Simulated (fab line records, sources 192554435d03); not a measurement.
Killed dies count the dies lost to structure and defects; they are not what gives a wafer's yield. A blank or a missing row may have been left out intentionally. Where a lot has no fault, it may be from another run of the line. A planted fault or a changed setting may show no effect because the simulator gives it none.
Code-filled problem report in 8D (eight disciplines) form / flow n5Finfet / the parts of the form that need people (team, actions taken, sign-off) are left out

1. WHAT WENT WRONG
Across 6 wafers from 2 lots, M12_ILD_THK at N5_BEOL_M12_THK_MEAS_01 averages 582 nm, while fault-free wafers read 659 nm with a standard deviation of 9.1. That is -8.5 standard deviations from the usual mean.
Seen first at day 14 00:30 on filmMetro-02, wafer L726.3. Wafers with a number at this step in the record: 30, from 10 lots. By rule, "out" or "out of limits" means more than 4 standard deviations away from the usual mean. All remaining wafers that have a number are taken as sound.

2. WHAT IT IS, WHAT IT ISN'T
question=which readings at this step | is=M12_ILD_THK | is not=-
question=which lots | is=L726, L731 | is not=L712, L713, L714, L717, L719, L728, L734, L735
question=which wafers of those lots | is=all that have a number | is not=-
question=read on which gauges | is=filmMetro-01, filmMetro-02 | is not=-
question=when | is=from day 14 00:30 | is not=up to then (15 sound wafers); but 9 sound wafers of L728, L734, L735 came after

3. WHAT RULES OUT EACH SUSPECT
Counting: a tool at any process step up to the reading remains a suspect when it ran all the lots that are out and ran no sound lot after the first of those.
- the gauge at N5_BEOL_M12_THK_MEAS_01 is ruled out. Those wafers that are out were read across 2 gauges (filmMetro-01, filmMetro-02).
- pecvd-01 at N5_BEOL_M12_ILD_DEP_00 (deposits SiOC from DEMS/O2, target thk 658.92 nm, time 130.7 s): kept. It ran every lot that is out, first L726 (day 14 00:21), and no sound lot after that; its last sound lot up to then is L717 (day 11 06:31).
The count leaves pecvd-01 at N5_BEOL_M12_ILD_DEP_00.

4. THE CAUSE (what the simulator had put in)
Site profile drift: pecvd-01, from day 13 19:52 on, at N5_BEOL_M12_ILD_DEP_00. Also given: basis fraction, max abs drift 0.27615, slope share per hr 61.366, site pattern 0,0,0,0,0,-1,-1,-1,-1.
The count eliminated every tool but this one.

5. SEQUENCE OF EFFECTS, ordered by route
Rows list readings where the struck wafers' mean (over those with a number) sits beyond 3 standard deviations from the usual. Scope: only readings with a usual standard deviation given in the record; hours: median across lots of the time from each lot's start at the first step in this table that gives one to its start at this step; sigmas: change in usual standard deviations.
hours=0; step=N5_BEOL_M12_THK_MEAS_01; reading=M12_ILD_THK; usual=659 nm; on struck wafers=582; change=-77; sigmas=-8.5
hours=36; step=N5_PASSIVATION_PROBE_49; reading=killed_at_M4_up; usual=14; on struck wafers=46; change=+32; sigmas=+6.1
Process steps it contains:
- N5_PASSIVATION_PROBE_49
Later measuring or inspecting steps at which every struck wafer that the step has a row for has a number for every such reading, and none has moved that far: N5_BEOL_M12_OCD_MEAS_35.

6. WHAT WOULD HAVE CAUGHT IT SOONER
In this record the first reading out of limits at a measuring or inspecting step was taken at day 14 00:30, 5 hours after the fault began at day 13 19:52.
An alarm limit of 4 standard deviations would not have fired on the tool readings at N5_BEOL_M12_ILD_DEP_00 for which the record gives a usual standard deviation, since none of them was out on any struck wafer.
Of the lots that are out (2), L731 began N5_BEOL_M12_ILD_DEP_00 on pecvd-01 after day 14 00:30. A tool hold placed at that time would have kept it from harm.
